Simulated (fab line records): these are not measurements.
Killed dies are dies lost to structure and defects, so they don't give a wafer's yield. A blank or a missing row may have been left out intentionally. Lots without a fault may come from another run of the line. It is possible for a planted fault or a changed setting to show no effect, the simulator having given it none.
Matching of chambers | flow nand harc | NHARC_A_DECK1_JOINT_ETCHBACK_07 on rie si-02: 4 sister chambers
The step etches the open film in HBr, target depth 105 nm, time 26.9 s. 14 wafers are shown with their chamber, then 6 later ones without.

## WAFERS, EACH WITH ITS CHAMBER
wafer  | chamber | oes product au (a.u.) | throttle valve pct (%)
L286.1 | 3       | 1.031                 | 23.269
L286.2 | 1       | 1.008                 | 23.269
L286.5 | 0       | 0.995                 | 23.270
L287.2 | 2       | 1.008                 | 23.260
L287.3 | 3       | 1.038                 | 23.271
L287.6 | 1       | 1.029                 | 23.272
L292.1 | 3       | 1.009                 | 23.262
L292.2 | 1       | 1.013                 | 23.259
L292.6 | 3       | 1.016                 | 23.250
L294.1 | 3       | 1.004                 | 23.268
L294.3 | 1       | 0.997                 | 23.275
L294.6 | 1       | 0.990                 | 23.254
L296.1 | 3       | 0.994                 | 23.275
L296.4 | 2       | 0.988                 | 23.275

SIGNATURES (means of the wafers above)
reading            | chamber 0 | chamber 1 | chamber 2 | chamber 3 | scatter within a chamber
oes product au     | 0.99500   | 1.00740   | 0.99800   | 1.01533   | 0.0158
throttle valve pct | 23.27000  | 23.26580  | 23.26750  | 23.26583  | 0.00907
Rule: distance of a wafer from a chamber = root of the sum over the readings of ((wafer's reading minus chamber's mean) / reading's scatter) squared. The wafer belongs to the nearest chamber; if the next one is less than 2 further off, it can't be placed. The scatter: the root of (the sum of the squares of (reading less its chamber's mean) over the shown wafers, divided by (wafers less chambers)).

## WAFERS MISSING THEIR CHAMBER
wafer  | oes product au (a.u.) | throttle valve pct (%)
L296.6 | 1.013                 | 23.269
L298.1 | 1.014                 | 23.261
L298.4 | 1.011                 | 23.269
L298.5 | 1.010                 | 23.265
L303.1 | 1.000                 | 23.259
L303.2 | 1.000                 | 23.280

## WHICH CHAMBER EACH WENT THROUGH
wafer  | from the rows above               | in truth
L296.6 | can't be placed: 3 or 1 or 2 or 0 | 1
L298.1 | can't be placed: 3 or 1 or 2 or 0 | 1
L298.4 | can't be placed: 1 or 3 or 2 or 0 | 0
L298.5 | can't be placed: 1 or 3 or 2 or 0 | 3
L303.1 | can't be placed: 1 or 2 or 3 or 0 | 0
L303.2 | can't be placed: 0 or 2 or 1 or 3 | 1
Correctly placed: 0 of 6. From these rows, 6 cannot be placed; in 6 the true chamber is one of the candidates. Wrongly placed: 0.
